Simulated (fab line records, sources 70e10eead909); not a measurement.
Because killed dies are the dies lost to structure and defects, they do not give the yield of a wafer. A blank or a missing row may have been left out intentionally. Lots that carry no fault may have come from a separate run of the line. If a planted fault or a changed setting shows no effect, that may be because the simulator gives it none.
The tool behind it: which one? / flow nand-harc / 33 wafers from 11 lots sampled at 3 of the route's 1302 steps

WHAT THE GAUGES SHOWED, per wafer
NHARC_A_CONTACT_OVL_MEAS_09.
lot=L074; measured=day 22 18:15; on=overlay-02; overlay-x-nm (nm)=-0.2 1.1 0.0
lot=L078; measured=day 24 01:10; on=overlay-01; overlay-x-nm (nm)=0.1 -0.3 -0.1
lot=L079; measured=day 24 18:27; on=overlay-02; overlay-x-nm (nm)=-0.2 -0.6 -0.4
lot=L082; measured=day 26 02:41; on=overlay-02; overlay-x-nm (nm)=0.1 -0.5 -0.1
lot=L084; measured=day 26 06:19; on=overlay-02; overlay-x-nm (nm)=-0.3 0.3 0.3
lot=L086; measured=day 27 17:25; on=overlay-01; overlay-x-nm (nm)=-1.2 -0.8 -1.5
lot=L087; measured=day 27 19:39; on=overlay-02; overlay-x-nm (nm)=-0.4 -0.3 -0.4
lot=L091; measured=day 28 10:10; on=overlay-02; overlay-x-nm (nm)=-1.2 -1.4 -0.7
lot=L092; measured=day 29 17:13; on=overlay-01; overlay-x-nm (nm)=-0.2 0.5 -0.1
lot=L094; measured=day 30 18:16; on=overlay-02; overlay-x-nm (nm)=-0.2 -0.7 -0.5
lot=L096; measured=day 30 22:41; on=overlay-01; overlay-x-nm (nm)=0.8 0.3 0.4

TOOL THAT RAN EACH LOT (tool first, then ch and the chambers of the sampled wafers, then the start)
lot=L074; NHARC_A_CONTACT_ETCH_128=har-cap-etch-01 ch 0,1, day 22 12:27; NHARC_A_CONTACT_STRIP_82=rie-diel-02 ch 0,1,3, day 22 18:15 or earlier
lot=L078; NHARC_A_CONTACT_ETCH_128=har-cap-etch-01 ch 0,1, day 23 19:49; NHARC_A_CONTACT_STRIP_82=rie-diel-02 ch 0,2,3, day 24 01:10 or earlier
lot=L079; NHARC_A_CONTACT_ETCH_128=har-cap-etch-02 ch 0, day 24 13:11; NHARC_A_CONTACT_STRIP_82=rie-diel-02 ch 0,1, day 24 18:27 or earlier
lot=L082; NHARC_A_CONTACT_ETCH_128=har-cap-etch-01 ch 0,1, day 25 17:39; NHARC_A_CONTACT_STRIP_82=rie-diel-13 ch 0,1,2, day 26 02:41 or earlier
lot=L084; NHARC_A_CONTACT_ETCH_128=har-cap-etch-01 ch 0,1, day 26 00:46; NHARC_A_CONTACT_STRIP_82=rie-diel-13 ch 1,3, day 26 06:19 or earlier
lot=L086; NHARC_A_CONTACT_ETCH_128=har-cap-etch-02 ch 0,1, day 27 09:59; NHARC_A_CONTACT_STRIP_82=rie-diel-13 ch 1,2,3, day 27 17:25 or earlier
lot=L087; NHARC_A_CONTACT_ETCH_128=har-cap-etch-01 ch 0,1, day 27 13:26; NHARC_A_CONTACT_STRIP_82=rie-diel-02 ch 1,2, day 27 19:39 or earlier
lot=L091; NHARC_A_CONTACT_ETCH_128=har-cap-etch-03 ch 0,1, day 28 04:56; NHARC_A_CONTACT_STRIP_82=rie-diel-02 ch 0,2,3, day 28 10:10 or earlier
lot=L092; NHARC_A_CONTACT_ETCH_128=har-cap-etch-03 ch 0, day 29 11:47; NHARC_A_CONTACT_STRIP_82=rie-diel-07 ch 0,1,2, day 29 17:13 or earlier
lot=L094; NHARC_A_CONTACT_ETCH_128=har-cap-etch-02 ch 0,1, day 30 11:12; NHARC_A_CONTACT_STRIP_82=rie-diel-02 ch 0,1,2, day 30 18:16 or earlier
lot=L096; NHARC_A_CONTACT_ETCH_128=har-cap-etch-03 ch 0,1, day 30 17:26; NHARC_A_CONTACT_STRIP_82=rie-diel-02 ch 0,1,3, day 30 22:41 or earlier
- NHARC_A_CONTACT_ETCH_128: etches the open film in C4F8/O2/Ar, time 197 s, target depth 1918 nm.
- NHARC_A_CONTACT_STRIP_82: strips in O2.

THE ANSWER, worked out from the rows above alone
Rule: the lots themselves supply what counts as usual. Put in order of their means at a reading, lots are off if they are a third of the lots or fewer, leave a main group of 4 or more, and stand apart from it by a gap of 3 or more times the standard deviation of the main group's means; of several such gaps the widest counts. A main group is skipped when, at the precision printed for the reading in the tables above, its means are all equal. A lot without any number at a reading at which 4 lots or more have one is off too. Where the step has rows for the other lots, those lots are counted as sound.
No lot is off at any reading shown: from this, nothing can be told.

WHAT THE SIMULATOR HAD INSERTED
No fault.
